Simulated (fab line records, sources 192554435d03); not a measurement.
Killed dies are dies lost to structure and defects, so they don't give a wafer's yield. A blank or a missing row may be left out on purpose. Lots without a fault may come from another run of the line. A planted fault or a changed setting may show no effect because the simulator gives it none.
Which tool did it? | flow n5_finfet | 10 lots, 30 wafers sampled, at 6 steps of a route of 1938

WHAT THE GAUGES READ, wafer by wafer
N5_BEOL_M3_RS_MEAS_58: measures by four-point-probe.
lot  | measured     | on            | M3_RS (ohm/sq)
L991 | day 7 07:43  | film_metro-01 | 0.65 0.67 0.64
L992 | day 7 19:35  | film_metro-01 | 0.66 0.65 0.60
L997 | day 8 20:44  | film_metro-01 | 0.69 0.63 0.61
L998 | day 9 09:43  | film_metro-02 | 0.66 0.64 0.63
L107 | day 11 06:00 | film_metro-01 | 0.70 0.74 0.66
L110 | day 11 22:45 | film_metro-01 | 0.71 0.65 0.69
L109 | day 12 01:13 | film_metro-01 | 0.71 0.64 0.66
L111 | day 12 19:49 | film_metro-01 | 0.70 0.71 0.65
L112 | day 13 01:42 | film_metro-01 | 0.68 0.64 0.63
L113 | day 13 04:02 | film_metro-01 | 0.69 0.72 0.70

N5_BEOL_M4_OCD_MEAS_38.
lot  | measured     | on     | trench_depth_nm (nm)
L991 | day 7 13:37  | ocd-01 | 57.5 55.8 56.2
L992 | day 8 08:11  | ocd-01 | 55.6 57.0 56.2
L997 | day 9 07:01  | ocd-02 | - - -
L998 | day 9 18:19  | ocd-02 | - - -
L107 | day 11 21:30 | ocd-02 | 55.1 56.1 55.6
L110 | day 12 06:46 | ocd-01 | 55.6 55.7 55.7
L109 | day 12 15:14 | ocd-01 | 54.7 55.3 55.7
L111 | day 13 03:56 | ocd-01 | 55.7 55.0 55.0
L112 | day 13 08:53 | ocd-02 | 55.2 57.9 55.6
L113 | day 13 15:44 | ocd-02 | 55.9 54.9 55.5

N5_BEOL_M4_RC_MEAS_101.
lot  | measured     | on        | DIBL_N (mV/V)  | DIBL_P (mV/V)  | IOFF_N (nA/um)    | IOFF_P (nA/um)    | ION_N (uA/um) | ION_P (uA/um) | SS_N (mV/dec)  | SS_P (mV/dec)  | VT_N (mV)         | VT_P (mV)
L991 | day 7 19:00  | prober-01 | 34.3 35.3 36.3 | 34.3 34.4 35.6 | 0.147 0.144 0.168 | 0.183 0.182 0.192 | 673 667 679   | 460 455 460   | 71.0 71.3 72.2 | 73.4 73.5 73.1 | 249.2 251.0 247.8 | -253.5 -253.1 -251.2
L992 | day 8 13:32  | prober-01 | 38.2 37.7 39.7 | 38.3 36.9 38.2 | 0.174 0.154 0.195 | 0.251 0.215 0.248 | 683 675 675   | 471 464 465   | 72.4 72.0 72.0 | 73.7 73.3 73.9 | 248.6 250.5 248.5 | -245.4 -246.7 -249.7
L107 | day 12 01:35 | prober-01 | 38.8 36.8 35.9 | 38.3 36.7 34.8 | 0.210 0.172 0.150 | 0.260 0.236 0.195 | 679 685 666   | 466 462 452   | 71.5 71.6 71.4 | 73.9 73.6 73.1 | 245.5 248.6 250.7 | -248.1 -248.9 -251.8
L110 | day 12 12:07 | prober-02 | 35.1 35.0 34.2 | 33.6 34.5 33.2 | 0.140 0.153 0.135 | 0.178 0.185 0.174 | 667 680 668   | 459 460 455   | 70.2 71.4 70.4 | 72.8 73.0 72.7 | 251.3 246.7 249.4 | -250.3 -255.1 -253.7
L109 | day 12 19:37 | prober-02 | 35.0 35.2 38.0 | 34.3 34.6 37.7 | 0.146 0.144 0.191 | 0.194 0.202 0.251 | 679 667 679   | 467 462 467   | 70.6 70.2 70.8 | 72.6 72.6 73.4 | 249.2 249.8 243.9 | -249.9 -249.2 -248.9
L111 | day 13 08:55 | prober-02 | 36.2 33.3 35.4 | 37.0 34.4 36.0 | 0.155 0.112 0.134 | 0.210 0.168 0.185 | 681 667 676   | 465 460 465   | 71.0 70.5 71.1 | 72.6 72.3 72.1 | 248.7 252.3 250.8 | -248.2 -251.6 -252.4
L112 | day 13 12:47 | prober-01 | 36.7 34.1 34.5 | 38.9 35.2 36.2 | 0.172 0.128 0.141 | 0.245 0.191 0.199 | 678 662 671   | 468 462 461   | 71.2 70.9 70.6 | 73.8 72.5 73.5 | 248.6 250.9 251.8 | -249.6 -248.4 -251.2
L113 | day 13 20:19 | prober-01 | 36.9 36.1 37.2 | 37.2 36.4 37.9 | 0.179 0.162 0.189 | 0.233 0.231 0.242 | 680 683 687   | 468 469 471   | 71.7 71.4 72.7 | 73.4 74.0 74.3 | 249.0 249.9 247.6 | -246.6 -250.1 -248.8

WHICH TOOL RAN EACH LOT (tool, then ch and the chambers of the sampled wafers, then the start)
lot  | N5_BEOL_M3_ANNEAL_51             | N5_BEOL_M3_PRE_CLEAN_60          | N5_BEOL_M4_ILD_DEP_00
L991 | rtp_anneal-01 ch 0, day 7 06:54  | cvd_co-02 ch 0,1, day 7 07:29    | pecvd-03 ch 0,1,2, day 7 07:47
L992 | rtp_anneal-01 ch 0, day 7 18:43  | cvd_co-02 ch 0,2, day 7 19:22    | pecvd-02 ch 0,1,2, day 7 19:39
L997 | rtp_anneal-01 ch 0, day 8 19:58  | cvd_co-01 ch 0,1,2, day 8 20:31  | pecvd-04 ch 0,2, day 8 20:48
L998 | rtp_anneal-01 ch 0, day 9 08:56  | cvd_co-02 ch 0,1, day 9 09:28    | pecvd-04 ch 0,1,2, day 9 09:46
L107 | rtp_anneal-02 ch 0, day 11 05:11 | cvd_co-02 ch 0,1,2, day 11 05:46 | pecvd-02 ch 0,2, day 11 06:04
L110 | rtp_anneal-01 ch 0, day 11 21:49 | cvd_co-02 ch 0,1, day 11 22:32   | pecvd-04 ch 0,1, day 11 22:49
L109 | rtp_anneal-02 ch 0, day 12 00:25 | cvd_co-01 ch 1,2, day 12 00:59   | pecvd-03 ch 1,2, day 12 01:17
L111 | rtp_anneal-02 ch 0, day 12 18:56 | cvd_co-01 ch 0,1,2, day 12 19:35 | pecvd-03 ch 0,1,2, day 12 19:52
L112 | rtp_anneal-02 ch 0, day 13 00:53 | cvd_co-02 ch 1,2, day 13 01:29   | pecvd-03 ch 1,2, day 13 01:46
L113 | rtp_anneal-01 ch 0, day 13 03:11 | cvd_co-02 ch 0,2, day 13 03:49   | pecvd-04 ch 1,2, day 13 04:06
- N5_BEOL_M3_ANNEAL_51: time 90 s.
- N5_BEOL_M3_PRE_CLEAN_60: time 15 s.
- N5_BEOL_M4_ILD_DEP_00: deposits SiOC from DEMS/O2, target thk 79 nm, time 15.3 s.

WHAT THE TOOLS THEMSELVES READ (means of the sampled wafers that have a number; where no wafer has one, the mark that the record gives instead)
N5_BEOL_M3_ANNEAL_51.
lot  | tool          | wafer_temp_C_max
L991 | rtp_anneal-01 | 225.8
L992 | rtp_anneal-01 | 225.9
L997 | rtp_anneal-01 | 225.6
L998 | rtp_anneal-01 | 225.9
L107 | rtp_anneal-02 | 227.1
L110 | rtp_anneal-01 | 226.0
L109 | rtp_anneal-02 | 227.1
L111 | rtp_anneal-02 | 226.6
L112 | rtp_anneal-02 | 226.4
L113 | rtp_anneal-01 | 225.7

N5_BEOL_M3_PRE_CLEAN_60.
lot  | tool      | heater_power_w (W)
L991 | cvd_co-02 | 84
L992 | cvd_co-02 | 85
L997 | cvd_co-01 | 90
L998 | cvd_co-02 | 101
L107 | cvd_co-02 | 101
L110 | cvd_co-02 | 87
L109 | cvd_co-01 | 82
L111 | cvd_co-01 | 92
L112 | cvd_co-02 | 118
L113 | cvd_co-02 | 86

N5_BEOL_M4_ILD_DEP_00.
lot  | tool     | chamber_pressure_Torr (Torr) | heater_power_outer_w (W) | heater_power_w (W) | showerhead_plenum_p_Torr (Torr) | susceptor_temp_C (C) | throttle_valve_pct (%)
L991 | pecvd-03 | 4.994                        | 270                      | 505                | 5.721                           | 350.00               | 11.5
L992 | pecvd-02 | 5.007                        | 292                      | 507                | 5.686                           | 349.98               | 12.1
L997 | pecvd-04 | -                            | -                        | -                  | -                               | -                    | -
L998 | pecvd-04 | -                            | -                        | -                  | -                               | -                    | -
L107 | pecvd-02 | 5.002                        | 286                      | 506                | 5.679                           | 349.86               | 12.5
L110 | pecvd-04 | 4.998                        | 290                      | 535                | 5.692                           | 349.78               | 11.5
L109 | pecvd-03 | 5.010                        | 271                      | 522                | 5.708                           | 349.89               | 11.6
L111 | pecvd-03 | 4.995                        | 289                      | 515                | 5.707                           | 349.99               | 11.3
L112 | pecvd-03 | 4.997                        | 281                      | 511                | 5.703                           | 349.95               | 11.5
L113 | pecvd-04 | 5.004                        | 295                      | 516                | 5.701                           | 349.97               | 11.1

THE ANSWER, worked out from the rows above alone
Rule: what is usual is taken from the lots themselves. Put in order of their means at a reading, lots are off if they are a third of the lots or fewer, leave a main group of 4 or more, and stand apart from it by a gap of 3 or more times the standard deviation of the main group's means; of several such gaps the widest counts. A main group whose means are all the same, to the digits that the tables above print for the reading, isn't used. A lot without any number at a reading at which 4 lots or more have one is off too. The other lots that the step has rows for count as sound. The gauges are gone through in route order, then the tools' own readings, and for those a lot's mean is taken as printed above. The first step at which some lot is off is used, and at that step the reading that is off furthest; a lot without a number counts as furthest.
Off: L997, L998, at N5_BEOL_M4_OCD_MEAS_38 (trench_depth_nm). Without a number there: L997, L998. The main group: mean 55.8 nm, standard deviation 0.46.
A tool fits if, at a process step before that reading, it ran every lot that is off, and no sound lot after the first of them. The gauges at N5_BEOL_M4_OCD_MEAS_38 aren't tried: what is off there is off at N5_BEOL_M4_ILD_DEP_00 too, on other tools, and a gauge's error can't cause that. None of those tried fits.

WHAT THE SIMULATOR HAD PUT IN
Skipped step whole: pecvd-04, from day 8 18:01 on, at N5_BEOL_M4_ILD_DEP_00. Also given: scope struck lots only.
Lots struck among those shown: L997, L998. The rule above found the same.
